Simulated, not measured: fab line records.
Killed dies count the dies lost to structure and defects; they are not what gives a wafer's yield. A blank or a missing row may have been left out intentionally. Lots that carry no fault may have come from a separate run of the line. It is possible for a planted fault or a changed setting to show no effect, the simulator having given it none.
A lot that was struck, set against a sound lot || flow n5Finfet || 15 out of 1938 route steps
Sound: these wafers, L845.2, L845.3, L845.6. Struck: wafers L852.2, L852.4, L852.6. The cause is given at the end.
For every step that has rows: the tool of each side, followed by ch and its chambers, followed by its first start. Under that, the readings that differ: sound wafers || struck wafers || difference of the means || sigmas: that difference in standard deviations of wafers without a fault.
alike: words and numbers the same on both sides, and readings whose means are apart by under 2 such deviations; not compared: readings that were withheld, readings missing a value for some wafer, numbers with overlapping values and no deviation given by the record, and bounds like >300 which may hide the same value.
Wherever a step has rows on one side only, a row that says differs or no value, or a row with sigmas, the two part there. Numbers that have no deviation but don't overlap get no sigmas and don't part them. Lack of a reading on every wafer of one side parts them only where that side has two or more wafers.

first, 11 steps without rows for these wafers: N5_BEOL_M3_DESCUM_33 (chemistry O2, time 7 s); N5_BEOL_M3_ETCH_77 (etches underlayer in N2/H2, target depth 6.5 nm, time 5.2 s); N5_BEOL_M3_ETCH_69 (etches SiARC in CF4, target depth 15.6 nm, time 26 s); N5_BEOL_M3_ALD_98 (deposits SiO2, target thk 2.5 nm, pulse time 1 s, co reactant pulse time 1 s); N5_BEOL_M3_ETCHBACK_99 (etches SiO2 in CHF3, target depth 5 nm, time 10.4 s); N5_BEOL_M3_ETCH_70 (etches SOC in N2/H2, target depth 80 nm, overetch 16 nm, time 120 s); N5_BEOL_M3_STRIP_71 (strips in N2/H2); N5_BEOL_M3_STRIP_78 (strips in N2/H2); N5_BEOL_M3_VIA_ETCH_34 (etches the open film in C4F6/O2, target depth 69.4 nm, time 65.9 s); N5_BEOL_M3_STRIP_83 (strips in C4F6/O2); N5_BEOL_M3_STRIP_36 (strips in N2/H2).
N5_BEOL_M3_TRENCH_ETCH_37: etches SiOC in C4F6/O2, target depth 55.555 nm, time 29.2 s.
  sound on rieDiel-02 ch 0,1, day 8 03:35; struck on rieDiel-02 ch 0,3, day 10 02:01
{"reading": "biasW (W)", "sound": "185.3 184.7 185.7", "struck": "193.8 193.5 193.3", "difference": "+8.3", "sigmas": "+15"}
{"reading": "rfVppV (V)", "sound": "659 658 660", "struck": "682 691 683", "difference": "+26", "sigmas": "+6"}
  alike: drypumpMotorCurrentA, oes_f_703_au, oesProductAu, showerheadPlenumPTorr, throttleValvePct
  not compared: rfHoursCounterH
then, 1 step without rows for these wafers: N5_BEOL_M3_ETCH_41 (etches SiCN in CH3F/O2, target depth 29.9 nm, time 52.5 s).
N5_BEOL_M4_RC_MEAS_101:
  sound on prober-01 ch 0, day 9 02:55; struck on prober-01 ch 0, day 10 16:23
{"reading": "IOFF_P (nA/um)", "sound": "0.214 0.180 0.194", "struck": "0.252 0.228 0.254", "difference": "+0.049", "sigmas": "+2"}
{"reading": "VT_P (mV)", "sound": "-252.2 -251.2 -253.7", "struck": "-246.0 -250.0 -246.8", "difference": "+4.8", "sigmas": "+2"}
  alike: DIBL_N, DIBL_P, IOFF_N, ION_N, ION_P, SS_N, SS_P, VT_N
-- a jump in the record: the struck wafers' starts before and after are 4 days apart (it breaks off in module BEOL_M4 and resumes in module PASSIVATION, where the first step shown is number 1936 of the route) --
N5_PASSIVATION_PROBE_49:
  the record has rows for the struck wafers here (prober-01, day 15 02:11) and none for the sound ones

== WHERE THEY PART ==
At N5_BEOL_M3_TRENCH_ETCH_37 first; at N5_PASSIVATION_PROBE_49 last (within this record only).

WHY: the cause the simulator had injected
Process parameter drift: rieDiel-02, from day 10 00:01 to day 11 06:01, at N5_BEOL_M3_TRENCH_ETCH_37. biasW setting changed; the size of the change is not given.
